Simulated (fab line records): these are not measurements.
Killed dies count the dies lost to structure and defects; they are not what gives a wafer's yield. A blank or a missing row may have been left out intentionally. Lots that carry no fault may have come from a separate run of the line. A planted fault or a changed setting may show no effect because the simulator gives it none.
fab line records / flow n5_finfet / part 2 of 2: steps 24 to 31 of 31
record: lots: 5 wafers: 15 last_day: 17
route steps=1938 shown MIM_TOP@1837 MIM_TOP_LITHO@1839 MIM_TOP_ETCH@1851 MIM_BOT_LITHO@1854 MIM_BOT_ETCH@1866
lots that met no fault: taken from a fault-free run of the same line
start_h: hours from the record's opening day to when the first of the lot's shown wafers began / wait_h: hours elapsed since this lot's preceding step / " same as the row above / L1.1+2: a single row standing in for several wafers / - no value, or no start was given / * or withheld: withheld / < > ~ a bound
route shown NAME@n: names a module that has steps shown in the file, with the first one's number in the route / usual: mean/standard deviation taken from wafers without a fault / same: alike in all rows / chamber/n: place in a boat / sites: readings site by site / _std_site: the values' standard deviation / _edge_site: outer sites' mean less inner sites' / radius_mm: for every site, how far away it sits from the centre of the wafer / mask NAME#n: copy n / behind: tool/chamber where the wafer was last shaped / hold: reason for holding the lot/hours on hold/outcome of the hold / device: which transistor (n, p or np) failed to switch / end of line: tests of these same wafers at the route's end / where a step has no rows: the recipe by itself / killed: at the first sort, the dies lost to defects and structure; wafer yield is something else / map: a wafer's dies, marking killed ones x, the rest . and places with no die _
set.NAME: setting as actually run; set.NAME@STEP: the setting as run at that earlier step / model.NAME: the simulator's own value behind a step, which no gauge read
certain route steps with their lots: each step a table, each wafer a row
services: the hour from which a tool's chamber was out of use, counted from the record's first day as start_h (under 0 if before that day), plus the number of hours and why
== steps ==
step: N5_MIM_BOT_LITHO_DEVELOP_07
recipe: develop_time_s: 60 rinse_liquid: diw dry: air_spin dev_temp_c: 21
usual: exhaust_pa: 44.9/0.9
lot.wafer=L083.1 tool=litho_track-04 chamber=0 start_h=- wait_h=- exhaust_pa=45.3
lot.wafer=L083.2 tool=litho_track-04 chamber=0 start_h=- wait_h=- exhaust_pa=44.4
lot.wafer=L083.4 tool=litho_track-04 chamber=0 start_h=- wait_h=- exhaust_pa=45.8
lot.wafer=L084.1 tool=litho_track-04 chamber=0 start_h=- wait_h=- exhaust_pa=43.9
lot.wafer=L084.4 tool=litho_track-04 chamber=0 start_h=- wait_h=- exhaust_pa=44.2
lot.wafer=L084.6 tool=litho_track-04 chamber=0 start_h=- wait_h=- exhaust_pa=44.3
lot.wafer=L082.2 tool=litho_track-01 chamber=0 start_h=- wait_h=- exhaust_pa=43.7
lot.wafer=L082.5 tool=litho_track-01 chamber=0 start_h=- wait_h=- exhaust_pa=44.6
lot.wafer=L082.6 tool=litho_track-01 chamber=0 start_h=- wait_h=- exhaust_pa=43.5
lot.wafer=L086.2 tool=litho_track-04 chamber=0 start_h=- wait_h=- exhaust_pa=44.1
lot.wafer=L086.3 tool=litho_track-04 chamber=0 start_h=- wait_h=- exhaust_pa=44.5
lot.wafer=L086.4 tool=litho_track-04 chamber=0 start_h=- wait_h=- exhaust_pa=44.9
lot.wafer=L091.4 tool=litho_track-04 chamber=0 start_h=- wait_h=- exhaust_pa=44.9
lot.wafer=L091.5 tool=litho_track-04 chamber=0 start_h=- wait_h=- exhaust_pa=45.6
lot.wafer=L091.6 tool=litho_track-04 chamber=0 start_h=- wait_h=- exhaust_pa=45.8
step: N5_MIM_BOT_LITHO_HARDBAKE_09
recipe: temp_c: 130 time_s: 120
usual: exhaust_pa: 45.1/0.94
lot.wafer=L083.1 tool=litho_track-04 chamber=0 start_h=- wait_h=- exhaust_pa=45.1
lot.wafer=L083.2 tool=litho_track-04 chamber=0 start_h=- wait_h=- exhaust_pa=45.8
lot.wafer=L083.4 tool=litho_track-04 chamber=0 start_h=- wait_h=- exhaust_pa=46.0
lot.wafer=L084.1 tool=litho_track-04 chamber=0 start_h=- wait_h=- exhaust_pa=44.9
lot.wafer=L084.4 tool=litho_track-04 chamber=0 start_h=- wait_h=- exhaust_pa=43.3
lot.wafer=L084.6 tool=litho_track-04 chamber=0 start_h=- wait_h=- exhaust_pa=46.4
lot.wafer=L082.2 tool=litho_track-01 chamber=0 start_h=- wait_h=- exhaust_pa=43.5
lot.wafer=L082.5 tool=litho_track-01 chamber=0 start_h=- wait_h=- exhaust_pa=45.4
lot.wafer=L082.6 tool=litho_track-01 chamber=0 start_h=- wait_h=- exhaust_pa=44.2
lot.wafer=L086.2 tool=litho_track-04 chamber=0 start_h=- wait_h=- exhaust_pa=46.4
lot.wafer=L086.3 tool=litho_track-04 chamber=0 start_h=- wait_h=- exhaust_pa=46.5
lot.wafer=L086.4 tool=litho_track-04 chamber=0 start_h=- wait_h=- exhaust_pa=47.0
lot.wafer=L091.4 tool=litho_track-04 chamber=0 start_h=- wait_h=- exhaust_pa=45.5
lot.wafer=L091.5 tool=litho_track-04 chamber=0 start_h=- wait_h=- exhaust_pa=44.4
lot.wafer=L091.6 tool=litho_track-04 chamber=0 start_h=- wait_h=- exhaust_pa=44.4
step: N5_MIM_BOT_LITHO_CD_MEAS_08
recipe: target_cd_nm: 3000 landing_energy_ev: 500 detector: se_inlens polarity: opening
usual: cd_nm: 3000.2/1.7
lot.wafer=L083.1 tool=cd_sem-03 chamber=0 start_h=319.14 wait_h=- cd_nm=3001.6
lot.wafer=L083.2 tool=cd_sem-03 chamber=0 start_h=319.14 wait_h=- cd_nm=2999.4
lot.wafer=L083.4 tool=cd_sem-03 chamber=0 start_h=319.14 wait_h=- cd_nm=3002.4
lot.wafer=L084.1 tool=cd_sem-02 chamber=0 start_h=347.11 wait_h=- cd_nm=2999.6
lot.wafer=L084.4 tool=cd_sem-02 chamber=0 start_h=347.11 wait_h=- cd_nm=3000.7
lot.wafer=L084.6 tool=cd_sem-02 chamber=0 start_h=347.11 wait_h=- cd_nm=3000.2
lot.wafer=L082.2 tool=cd_sem-03 chamber=0 start_h=348.18 wait_h=- cd_nm=2997.9
lot.wafer=L082.5 tool=cd_sem-03 chamber=0 start_h=348.18 wait_h=- cd_nm=2998.4
lot.wafer=L082.6 tool=cd_sem-03 chamber=0 start_h=348.18 wait_h=- cd_nm=3001.4
lot.wafer=L086.2 tool=cd_sem-01 chamber=0 start_h=360.86 wait_h=- cd_nm=3000.8
lot.wafer=L086.3 tool=cd_sem-01 chamber=0 start_h=360.86 wait_h=- cd_nm=3002.6
lot.wafer=L086.4 tool=cd_sem-01 chamber=0 start_h=360.86 wait_h=- cd_nm=3001.8
lot.wafer=L091.4 tool=cd_sem-02 chamber=0 start_h=384.16 wait_h=- cd_nm=2999.6
lot.wafer=L091.5 tool=cd_sem-02 chamber=0 start_h=384.16 wait_h=- cd_nm=3000.1
lot.wafer=L091.6 tool=cd_sem-02 chamber=0 start_h=384.16 wait_h=- cd_nm=3000.3
step: N5_MIM_BOT_LITHO_OVL_MEAS_11
recipe: points_per_wafer: 44
usual: MIM_BOT_OVL: -4/5
lot.wafer=L083.1 tool=overlay-01 chamber=0 start_h=319.17 wait_h=0.0 MIM_BOT_OVL[nm]=-2
lot.wafer=L083.2 tool=overlay-01 chamber=0 start_h=319.17 wait_h=0.0 MIM_BOT_OVL[nm]=9
lot.wafer=L083.4 tool=overlay-01 chamber=0 start_h=319.17 wait_h=0.0 MIM_BOT_OVL[nm]=2
lot.wafer=L084.1 tool=overlay-01 chamber=0 start_h=347.14 wait_h=0.0 MIM_BOT_OVL[nm]=3
lot.wafer=L084.4 tool=overlay-01 chamber=0 start_h=347.14 wait_h=0.0 MIM_BOT_OVL[nm]=-2
lot.wafer=L084.6 tool=overlay-01 chamber=0 start_h=347.14 wait_h=0.0 MIM_BOT_OVL[nm]=-1
lot.wafer=L082.2 tool=overlay-02 chamber=0 start_h=348.21 wait_h=0.0 MIM_BOT_OVL[nm]=-2
lot.wafer=L082.5 tool=overlay-02 chamber=0 start_h=348.21 wait_h=0.0 MIM_BOT_OVL[nm]=-4
lot.wafer=L082.6 tool=overlay-02 chamber=0 start_h=348.21 wait_h=0.0 MIM_BOT_OVL[nm]=-5
lot.wafer=L086.2 tool=overlay-01 chamber=0 start_h=360.89 wait_h=0.0 MIM_BOT_OVL[nm]=1
lot.wafer=L086.3 tool=overlay-01 chamber=0 start_h=360.89 wait_h=0.0 MIM_BOT_OVL[nm]=1
lot.wafer=L086.4 tool=overlay-01 chamber=0 start_h=360.89 wait_h=0.0 MIM_BOT_OVL[nm]=-1
lot.wafer=L091.4 tool=overlay-02 chamber=0 start_h=384.19 wait_h=0.0 MIM_BOT_OVL[nm]=-3
lot.wafer=L091.5 tool=overlay-02 chamber=0 start_h=384.19 wait_h=0.0 MIM_BOT_OVL[nm]=-3
lot.wafer=L091.6 tool=overlay-02 chamber=0 start_h=384.19 wait_h=0.0 MIM_BOT_OVL[nm]=-7
step: N5_MIM_BOT_LITHO_INSPECT_12
recipe: mode: adi inspect_instrument: macro
usual: raw_defect_count: 2.0/1.4
lot.wafer=L083.1 tool=defect_inspect-02 chamber=- start_h=319.19 wait_h=0.0 raw_defect_count=2
lot.wafer=L083.2 tool=defect_inspect-02 chamber=- start_h=319.19 wait_h=0.0 raw_defect_count=3
lot.wafer=L083.4 tool=defect_inspect-02 chamber=- start_h=319.19 wait_h=0.0 raw_defect_count=1
lot.wafer=L084.1 tool=defect_inspect-02 chamber=- start_h=347.17 wait_h=0.0 raw_defect_count=3
lot.wafer=L084.4 tool=defect_inspect-02 chamber=- start_h=347.17 wait_h=0.0 raw_defect_count=2
lot.wafer=L084.6 tool=defect_inspect-02 chamber=- start_h=347.17 wait_h=0.0 raw_defect_count=4
lot.wafer=L082.2 tool=defect_inspect-01 chamber=- start_h=348.24 wait_h=0.0 raw_defect_count=3
lot.wafer=L082.5 tool=defect_inspect-01 chamber=- start_h=348.24 wait_h=0.0 raw_defect_count=0
lot.wafer=L082.6 tool=defect_inspect-01 chamber=- start_h=348.24 wait_h=0.0 raw_defect_count=2
lot.wafer=L086.2 tool=defect_inspect-02 chamber=- start_h=360.91 wait_h=0.0 raw_defect_count=1
lot.wafer=L086.3 tool=defect_inspect-02 chamber=- start_h=360.91 wait_h=0.0 raw_defect_count=4
lot.wafer=L086.4 tool=defect_inspect-02 chamber=- start_h=360.91 wait_h=0.0 raw_defect_count=2
lot.wafer=L091.4 tool=defect_inspect-01 chamber=- start_h=384.21 wait_h=0.0 raw_defect_count=4
lot.wafer=L091.5 tool=defect_inspect-01 chamber=- start_h=384.21 wait_h=0.0 raw_defect_count=2
lot.wafer=L091.6 tool=defect_inspect-01 chamber=- start_h=384.21 wait_h=0.0 raw_defect_count=2
step: N5_MIM_BOT_LITHO_DESCUM_10
recipe: chemistry: O2 time_s: 7.9 source_power_w: 50 bias_power_w: 20 pressure_mtorr: 20 rf_frequency_hz: 2.712e+07 temp_c: 40 o2_flow_sccm: 225
usual: drypump_motor_current_A: 5.7/0.43 oes_product_au: 0.82/0.081 rf_vpp_V: 243.1/1.5 showerhead_plenum_p_Torr: 2.09/0.083 throttle_valve_pct: 20.41/0.23
lot.wafer=L083.1 tool=rie_diel-03 chamber=3 start_h=319.40 wait_h=0.2 drypump_motor_current_A=6.6 oes_product_au=0.76 rf_hours_counter_h=124 rf_vpp_V=243.2 showerhead_plenum_p_Torr=2.18 throttle_valve_pct=20.29
lot.wafer=L083.2 tool=rie_diel-03 chamber=1 start_h=319.40 wait_h=0.2 drypump_motor_current_A=5.7 oes_product_au=0.90 rf_hours_counter_h=35 rf_vpp_V=242.6 showerhead_plenum_p_Torr=2.13 throttle_valve_pct=20.41
lot.wafer=L083.4 tool=rie_diel-03 chamber=2 start_h=319.40 wait_h=0.2 drypump_motor_current_A=5.7 oes_product_au=0.85 rf_hours_counter_h=61 rf_vpp_V=245.4 showerhead_plenum_p_Torr=2.20 throttle_valve_pct=20.44
lot.wafer=L084.1 tool=rie_diel-06 chamber=2 start_h=347.20 wait_h=0.0 drypump_motor_current_A=5.3 oes_product_au=0.87 rf_hours_counter_h=51 rf_vpp_V=244.4 showerhead_plenum_p_Torr=2.13 throttle_valve_pct=20.37
lot.wafer=L084.4 tool=rie_diel-06 chamber=0 start_h=347.20 wait_h=0.0 drypump_motor_current_A=6.5 oes_product_au=0.72 rf_hours_counter_h=187 rf_vpp_V=240.2 showerhead_plenum_p_Torr=2.00 throttle_valve_pct=20.61
lot.wafer=L084.6 tool=rie_diel-06 chamber=1 start_h=347.20 wait_h=0.0 drypump_motor_current_A=5.5 oes_product_au=0.84 rf_hours_counter_h=- rf_vpp_V=242.6 showerhead_plenum_p_Torr=2.01 throttle_valve_pct=19.97
lot.wafer=L082.2 tool=rie_diel-06 chamber=1 start_h=348.27 wait_h=0.0 drypump_motor_current_A=5.5 oes_product_au=0.83 rf_hours_counter_h=71 rf_vpp_V=242.4 showerhead_plenum_p_Torr=2.01 throttle_valve_pct=19.96
lot.wafer=L082.5 tool=rie_diel-06 chamber=1 start_h=348.27 wait_h=0.0 drypump_motor_current_A=5.5 oes_product_au=0.84 rf_hours_counter_h=- rf_vpp_V=242.6 showerhead_plenum_p_Torr=2.01 throttle_valve_pct=19.99
lot.wafer=L082.6 tool=rie_diel-06 chamber=2 start_h=348.27 wait_h=0.0 drypump_motor_current_A=5.4 oes_product_au=0.88 rf_hours_counter_h=- rf_vpp_V=243.8 showerhead_plenum_p_Torr=2.13 throttle_valve_pct=20.37
lot.wafer=L086.2 tool=rie_diel-03 chamber=0 start_h=360.94 wait_h=0.0 drypump_motor_current_A=5.3 oes_product_au=0.68 rf_hours_counter_h=247 rf_vpp_V=242.2 showerhead_plenum_p_Torr=1.99 throttle_valve_pct=20.67
lot.wafer=L086.3 tool=rie_diel-03 chamber=3 start_h=360.94 wait_h=0.0 drypump_motor_current_A=6.6 oes_product_au=0.74 rf_hours_counter_h=140 rf_vpp_V=245.8 showerhead_plenum_p_Torr=2.18 throttle_valve_pct=20.33
lot.wafer=L086.4 tool=rie_diel-03 chamber=2 start_h=360.94 wait_h=0.0 drypump_motor_current_A=5.8 oes_product_au=0.82 rf_hours_counter_h=78 rf_vpp_V=244.3 showerhead_plenum_p_Torr=2.20 throttle_valve_pct=20.47
lot.wafer=L091.4 tool=rie_diel-03 chamber=2 start_h=384.28 wait_h=0.1 drypump_motor_current_A=5.8 oes_product_au=0.81 rf_hours_counter_h=- rf_vpp_V=244.0 showerhead_plenum_p_Torr=2.20 throttle_valve_pct=20.47
lot.wafer=L091.5 tool=rie_diel-03 chamber=1 start_h=384.28 wait_h=0.1 drypump_motor_current_A=5.7 oes_product_au=0.88 rf_hours_counter_h=- rf_vpp_V=243.3 showerhead_plenum_p_Torr=2.12 throttle_valve_pct=20.43
lot.wafer=L091.6 tool=rie_diel-03 chamber=3 start_h=384.28 wait_h=0.1 drypump_motor_current_A=6.6 oes_product_au=0.74 rf_hours_counter_h=- rf_vpp_V=243.9 showerhead_plenum_p_Torr=2.17 throttle_valve_pct=20.32
step: N5_MIM_BOT_ETCH_ETCH_04
recipe: chemistry: CF4/O2 target: SiNx target_depth_a: 260 time_s: 13 ion_energy_ev: 100 pressure_mtorr: 40 source_w: 535 bias_w: 49 Ar_flow_sccm: 100 cf4_flow_sccm: 100 O2_flow_sccm: 10
usual: drypump_motor_current_A: 5.7/0.43 oes_ar_750_au: 0.82/0.082 oes_product_au: 0.82/0.083 rf_vpp_V: 242/3.6 showerhead_plenum_p_Torr: 2.21/0.083 throttle_valve_pct: 15.96/0.23
lot.wafer=L083.1 tool=rie_diel-03 chamber=3 start_h=319.46 wait_h=0.0 drypump_motor_current_A=6.6 oes_ar_750_au=0.78 oes_product_au=0.77 rf_hours_counter_h=124 rf_vpp_V=245 showerhead_plenum_p_Torr=2.29 throttle_valve_pct=15.85
lot.wafer=L083.2 tool=rie_diel-03 chamber=1 start_h=319.46 wait_h=0.0 drypump_motor_current_A=5.7 oes_ar_750_au=0.92 oes_product_au=0.94 rf_hours_counter_h=35 rf_vpp_V=240 showerhead_plenum_p_Torr=2.25 throttle_valve_pct=16.04
lot.wafer=L083.4 tool=rie_diel-03 chamber=2 start_h=319.46 wait_h=0.0 drypump_motor_current_A=5.7 oes_ar_750_au=0.84 oes_product_au=0.85 rf_hours_counter_h=61 rf_vpp_V=243 showerhead_plenum_p_Torr=2.33 throttle_valve_pct=16.06
lot.wafer=L084.1 tool=rie_diel-06 chamber=2 start_h=347.27 wait_h=0.0 drypump_motor_current_A=5.4 oes_ar_750_au=0.84 oes_product_au=0.86 rf_hours_counter_h=51 rf_vpp_V=246 showerhead_plenum_p_Torr=2.23 throttle_valve_pct=15.77
lot.wafer=L084.4 tool=rie_diel-06 chamber=0 start_h=347.27 wait_h=0.0 drypump_motor_current_A=6.5 oes_ar_750_au=0.71 oes_product_au=0.72 rf_hours_counter_h=187 rf_vpp_V=244 showerhead_plenum_p_Torr=2.11 throttle_valve_pct=16.13
lot.wafer=L084.6 tool=rie_diel-06 chamber=1 start_h=347.27 wait_h=0.0 drypump_motor_current_A=5.4 oes_ar_750_au=0.83 oes_product_au=0.83 rf_hours_counter_h=- rf_vpp_V=238 showerhead_plenum_p_Torr=2.13 throttle_valve_pct=15.58
lot.wafer=L082.2 tool=rie_diel-06 chamber=1 start_h=348.34 wait_h=0.0 drypump_motor_current_A=5.5 oes_ar_750_au=0.83 oes_product_au=0.82 rf_hours_counter_h=71 rf_vpp_V=236 showerhead_plenum_p_Torr=2.13 throttle_valve_pct=15.60
lot.wafer=L082.5 tool=rie_diel-06 chamber=1 start_h=348.34 wait_h=0.0 drypump_motor_current_A=5.5 oes_ar_750_au=0.83 oes_product_au=0.83 rf_hours_counter_h=- rf_vpp_V=235 showerhead_plenum_p_Torr=2.13 throttle_valve_pct=15.57
lot.wafer=L082.6 tool=rie_diel-06 chamber=2 start_h=348.34 wait_h=0.0 drypump_motor_current_A=5.3 oes_ar_750_au=0.84 oes_product_au=0.85 rf_hours_counter_h=- rf_vpp_V=246 showerhead_plenum_p_Torr=2.23 throttle_valve_pct=15.77
lot.wafer=L086.2 tool=rie_diel-03 chamber=0 start_h=361.01 wait_h=0.0 drypump_motor_current_A=5.4 oes_ar_750_au=0.67 oes_product_au=0.67 rf_hours_counter_h=247 rf_vpp_V=241 showerhead_plenum_p_Torr=2.09 throttle_valve_pct=16.20
lot.wafer=L086.3 tool=rie_diel-03 chamber=3 start_h=361.01 wait_h=0.0 drypump_motor_current_A=6.6 oes_ar_750_au=0.77 oes_product_au=0.75 rf_hours_counter_h=140 rf_vpp_V=246 showerhead_plenum_p_Torr=2.28 throttle_valve_pct=15.87
lot.wafer=L086.4 tool=rie_diel-03 chamber=2 start_h=361.01 wait_h=0.0 drypump_motor_current_A=5.7 oes_ar_750_au=0.82 oes_product_au=0.82 rf_hours_counter_h=78 rf_vpp_V=243 showerhead_plenum_p_Torr=2.33 throttle_valve_pct=16.09
lot.wafer=L091.4 tool=rie_diel-03 chamber=2 start_h=384.35 wait_h=0.0 drypump_motor_current_A=5.8 oes_ar_750_au=0.80 oes_product_au=0.80 rf_hours_counter_h=- rf_vpp_V=243 showerhead_plenum_p_Torr=2.32 throttle_valve_pct=16.11
lot.wafer=L091.5 tool=rie_diel-03 chamber=1 start_h=384.35 wait_h=0.0 drypump_motor_current_A=5.7 oes_ar_750_au=0.89 oes_product_au=0.88 rf_hours_counter_h=- rf_vpp_V=239 showerhead_plenum_p_Torr=2.25 throttle_valve_pct=16.07
lot.wafer=L091.6 tool=rie_diel-03 chamber=3 start_h=384.35 wait_h=0.0 drypump_motor_current_A=6.6 oes_ar_750_au=0.76 oes_product_au=0.73 rf_hours_counter_h=- rf_vpp_V=244 showerhead_plenum_p_Torr=2.28 throttle_valve_pct=15.91
step: N5_MIM_BOT_ETCH_ETCH_03
recipe: chemistry: Cl2/BCl3 target_depth_a: 120 pressure_mtorr: 8 icp_w: 800 bias_w: 100 Cl2_flow_sccm: 20 bcl3_flow_sccm: 80
usual: drypump_motor_current_A: 5.66/0.27 oes_product_au: 0.85/0.078 throttle_valve_pct: 27.6/0.31
lot.wafer=L083.1 tool=rie_metal-02 chamber=0 start_h=319.55 wait_h=0.1 drypump_motor_current_A=5.79 oes_product_au=0.90 rf_hours_counter_h=11 throttle_valve_pct=27.9
lot.wafer=L083.2 tool=rie_metal-02 chamber=1 start_h=319.55 wait_h=0.1 drypump_motor_current_A=5.89 oes_product_au=0.95 rf_hours_counter_h=3 throttle_valve_pct=27.7
lot.wafer=L083.4 tool=rie_metal-02 chamber=1 start_h=319.55 wait_h=0.1 drypump_motor_current_A=5.93 oes_product_au=0.95 rf_hours_counter_h=- throttle_valve_pct=27.7
lot.wafer=L084.1 tool=rie_metal-03 chamber=0 start_h=347.36 wait_h=0.1 drypump_motor_current_A=5.93 oes_product_au=0.88 rf_hours_counter_h=15 throttle_valve_pct=27.3
lot.wafer=L084.4 tool=rie_metal-03 chamber=1 start_h=347.36 wait_h=0.1 drypump_motor_current_A=5.27 oes_product_au=0.81 rf_hours_counter_h=- throttle_valve_pct=27.3
lot.wafer=L084.6 tool=rie_metal-03 chamber=1 start_h=347.36 wait_h=0.1 drypump_motor_current_A=5.25 oes_product_au=0.80 rf_hours_counter_h=- throttle_valve_pct=27.3
lot.wafer=L082.2 tool=rie_metal-03 chamber=0 start_h=348.43 wait_h=0.1 drypump_motor_current_A=5.95 oes_product_au=0.88 rf_hours_counter_h=15 throttle_valve_pct=27.3
lot.wafer=L082.5 tool=rie_metal-03 chamber=0 start_h=348.43 wait_h=0.1 drypump_motor_current_A=5.94 oes_product_au=0.87 rf_hours_counter_h=- throttle_valve_pct=27.3
lot.wafer=L082.6 tool=rie_metal-03 chamber=1 start_h=348.43 wait_h=0.1 drypump_motor_current_A=5.29 oes_product_au=0.81 rf_hours_counter_h=- throttle_valve_pct=27.3
lot.wafer=L086.2 tool=rie_metal-02 chamber=0 start_h=361.13 wait_h=0.1 drypump_motor_current_A=5.81 oes_product_au=0.88 rf_hours_counter_h=- throttle_valve_pct=27.9
lot.wafer=L086.3 tool=rie_metal-02 chamber=0 start_h=361.13 wait_h=0.1 drypump_motor_current_A=5.81 oes_product_au=0.87 rf_hours_counter_h=- throttle_valve_pct=27.9
lot.wafer=L086.4 tool=rie_metal-02 chamber=0 start_h=361.13 wait_h=0.1 drypump_motor_current_A=5.81 oes_product_au=0.87 rf_hours_counter_h=- throttle_valve_pct=27.9
lot.wafer=L091.4 tool=rie_metal-01 chamber=0 start_h=384.43 wait_h=0.1 drypump_motor_current_A=5.57 oes_product_au=0.81 rf_hours_counter_h=- throttle_valve_pct=27.4
lot.wafer=L091.5 tool=rie_metal-01 chamber=1 start_h=384.43 wait_h=0.1 drypump_motor_current_A=5.37 oes_product_au=0.65 rf_hours_counter_h=- throttle_valve_pct=28.1
lot.wafer=L091.6 tool=rie_metal-01 chamber=0 start_h=384.43 wait_h=0.1 drypump_motor_current_A=5.60 oes_product_au=0.82 rf_hours_counter_h=- throttle_valve_pct=27.5
== services ==
tool=pecvd-02 chamber=0 start_h=298.62 hours=5.5 kind=scheduled_down
tool=krf_scanner-02 chamber=- start_h=302.30 hours=6.9 kind=repair
tool=pvd_sputter-01 chamber=- start_h=312.40 hours=8.6 kind=repair
tool=krf_scanner-02 chamber=- start_h=325.33 hours=0.8 kind=pm
tool=rie_metal-01 chamber=- start_h=329.92 hours=2.6 kind=repair
tool=rie_diel-03 chamber=1 start_h=331.23 hours=10.9 kind=repair
tool=pecvd-02 chamber=0 start_h=331.53 hours=2.1 kind=scheduled_down
tool=rie_diel-01 chamber=0 start_h=343.61 hours=9.4 kind=repair
tool=rie_diel-04 chamber=3 start_h=352.37 hours=5.9 kind=repair
tool=krf_scanner-01 chamber=- start_h=356.14 hours=4.0 kind=pm
tool=rie_diel-01 chamber=1 start_h=360.24 hours=5.1 kind=repair
tool=rie_metal-02 chamber=1 start_h=360.90 hours=5.3 kind=repair
tool=rie_diel-06 chamber=- start_h=364.60 hours=2.4 kind=repair
tool=rie_diel-03 chamber=0 start_h=368.14 hours=- kind=clean
tool=rie_diel-03 chamber=0 start_h=368.14 hours=- kind=consumable_replace:focus_ring
tool=rie_diel-03 chamber=0 start_h=368.14 hours=- kind=consumable_replace:showerhead
tool=rie_diel-03 chamber=0 start_h=368.14 hours=16.1 kind=scheduled_down
tool=rie_diel-03 chamber=0 start_h=368.14 hours=16.1 kind=vent_cycle
tool=rie_diel-05 chamber=3 start_h=368.86 hours=6.4 kind=repair
tool=krf_scanner-01 chamber=- start_h=371.81 hours=2.2 kind=repair
tool=rie_diel-05 chamber=- start_h=372.88 hours=0.2 kind=repair
tool=litho_track-04 chamber=- start_h=373.06 hours=- kind=consumable_replace:filter
tool=pecvd-03 chamber=2 start_h=381.38 hours=5.5 kind=scheduled_down
tool=rie_diel-05 chamber=0 start_h=381.64 hours=1.3 kind=repair
